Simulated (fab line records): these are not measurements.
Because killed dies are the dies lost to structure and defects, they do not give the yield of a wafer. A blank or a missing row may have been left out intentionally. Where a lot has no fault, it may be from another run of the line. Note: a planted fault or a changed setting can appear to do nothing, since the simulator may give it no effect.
Which tool is to blame?    flow nandHarc    12 lots, 36 wafers sampled, at 3 steps of a route of 1302

WHAT THE GAUGES SHOWED, per wafer
NHARC_A_CONTACT_CD_MEAS_69 targets a cd of 300 nm.
lot   measured      on        cdNm (nm)
L075  day 22 07:19  cdSem-01  299.8 299.4 299.4
L079  day 23 08:46  cdSem-02  300.5 298.9 300.6
L080  day 23 16:01  cdSem-03  299.8 300.2 299.6
L081  day 24 17:11  cdSem-03  300.3 300.7 300.5
L083  day 25 10:43  cdSem-01  299.4 300.6 299.9
L084  day 26 01:59  cdSem-01  299.5 299.4 299.3
L087  day 27 09:51  cdSem-03  299.5 299.6 299.3
L088  day 27 22:46  cdSem-02  299.9 300.1 300.8
L091  day 29 09:04  cdSem-03  300.3 299.4 300.3
L092  day 29 14:02  cdSem-02  299.5 299.9 299.8
L095  day 30 20:22  cdSem-03  300.7 299.9 299.8
L096  day 32 12:38  cdSem-02  300.4 299.9 300.0

EACH LOT AND THE TOOL THAT RAN IT (in order: tool; ch and the chambers of the sampled wafers; start)
lot   NHARC_A_CONTACT_ETCH_122            NHARC_A_CONTACT_DEP_57
L075  harCapEtch-03 ch 0,1, day 22 01:00  aclDep-03 ch 0, day 22 04:01
L079  harCapEtch-01 ch 0,1, day 23 02:05  aclDep-03 ch 0, day 23 04:46
L080  harCapEtch-01 ch 0,1, day 23 09:34  aclDep-01 ch 0, day 23 12:02
L081  harCapEtch-03 ch 0,1, day 24 09:55  aclDep-01 ch 0, day 24 13:14
L083  harCapEtch-02 ch 0,1, day 25 04:11  aclDep-02 ch 0, day 25 06:45
L084  harCapEtch-03 ch 0,1, day 25 19:45  aclDep-02 ch 0, day 25 22:37
L087  harCapEtch-01 ch 0,1, day 27 00:37  aclDep-01 ch 0, day 27 06:32
L088  harCapEtch-02 ch 0,1, day 27 16:17  aclDep-02 ch 0, day 27 19:19
L091  harCapEtch-03 ch 0,1, day 29 00:52  aclDep-03 ch 0, day 29 06:11
L092  harCapEtch-03 ch 0,1, day 29 06:33  aclDep-02 ch 0, day 29 10:01
L095  harCapEtch-03 ch 0,1, day 30 12:30  aclDep-03 ch 0, day 30 16:58
L096  harCapEtch-01 ch 0,1, day 32 02:14  aclDep-03 ch 0, day 32 08:37
- NHARC_A_CONTACT_ETCH_122: etches the open film in C4F8/O2/Ar, time 190 s, target depth 1850 nm.
- NHARC_A_CONTACT_DEP_57: deposits aC, target thk 5300 nm.

THE ANSWER, worked out from the rows above alone
Rule: the usual values come from the lots themselves. Put in order of their means at a reading, lots are off if they are a third of the lots or fewer, leave a main group of 4 or more, and stand apart from it by a gap of 3 or more times the standard deviation of the main group's means; of several such gaps the widest counts. The tables above print the reading to a certain number of digits; a main group whose means all agree to those digits is not used. Also off: a lot with no number at a reading for which 4 or more lots have one. Any other lot the step has rows for is counted as sound.
No lot is off on any of the readings shown, so nothing can be concluded from this.

WHAT HAD BEEN PUT IN BY THE SIMULATOR
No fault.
